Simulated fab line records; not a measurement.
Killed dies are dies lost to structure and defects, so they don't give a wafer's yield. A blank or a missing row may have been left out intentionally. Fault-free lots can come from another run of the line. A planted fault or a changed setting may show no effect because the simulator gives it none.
Matching of chambers | flow n5Finfet | N5_BEOL_M13_TRENCH_ETCH_34 on rieDiel-03 has 4 sister chambers
The step etches SiOC in C4F8/O2/Ar, target depth 413.47 nm, time 162.6 s. 8 wafers are shown with their chamber, then 12 later ones without.

== WAFERS, EACH WITH ITS CHAMBER ==
wafer  | chamber | showerheadPlenumPTorr (Torr) | drypumpMotorCurrentA (A)
L085.2 | 2       | 3.40                         | 5.5
L085.3 | 3       | 3.45                         | 6.3
L088.1 | 0       | 3.27                         | 6.2
L088.3 | 3       | 3.45                         | 6.2
L088.4 | 2       | 3.40                         | 5.5
L092.1 | 0       | 3.27                         | 6.2
L092.4 | 1       | 3.53                         | 6.1
L092.6 | 1       | 3.52                         | 6.2

== WAFERS WITH NO CHAMBER GIVEN ==
wafer  | showerheadPlenumPTorr (Torr) | drypumpMotorCurrentA (A)
L094.1 | 3.39                         | 5.5
L094.2 | 3.52                         | 6.1
L094.6 | 3.39                         | 5.4
L097.1 | 3.39                         | 5.5
L097.2 | 3.44                         | 6.2
L097.5 | 3.39                         | 5.5
L093.1 | 3.39                         | 5.5
L093.2 | 3.52                         | 6.1
L093.3 | 3.44                         | 6.3
L093.4 | 3.52                         | 6.2
L093.5 | 3.44                         | 6.3
L093.6 | 3.39                         | 5.5

== THE CHAMBER EACH PASSED THROUGH ==
wafer  | from the rows above | in truth
L094.1 | 2                   | 2
L094.2 | 1                   | 1
L094.6 | 2                   | 2
L097.1 | 2                   | 2
L097.2 | 3                   | 3
L097.5 | 2                   | 2
L093.1 | 2                   | 2
L093.2 | 1                   | 1
L093.3 | 3                   | 3
L093.4 | 1                   | 1
L093.5 | 3                   | 3
L093.6 | 2                   | 2
12 of 12 placed correctly. Can't be placed from these rows: 0. Placed wrongly: 0.
How it was worked out, from the rows above alone: a wafer's distance from a chamber is the root of the sum, over the readings, of the square of ((its reading less the chamber's mean) divided by the reading's scatter). If the next closest chamber is less than 2 further off than the closest, the wafer can't be placed; otherwise it belongs to the closest. Each chamber's mean is taken over the wafers shown for it. The scatter: the root of (the sum of the squares of (reading less its chamber's mean) over the shown wafers, divided by (wafers less chambers)).
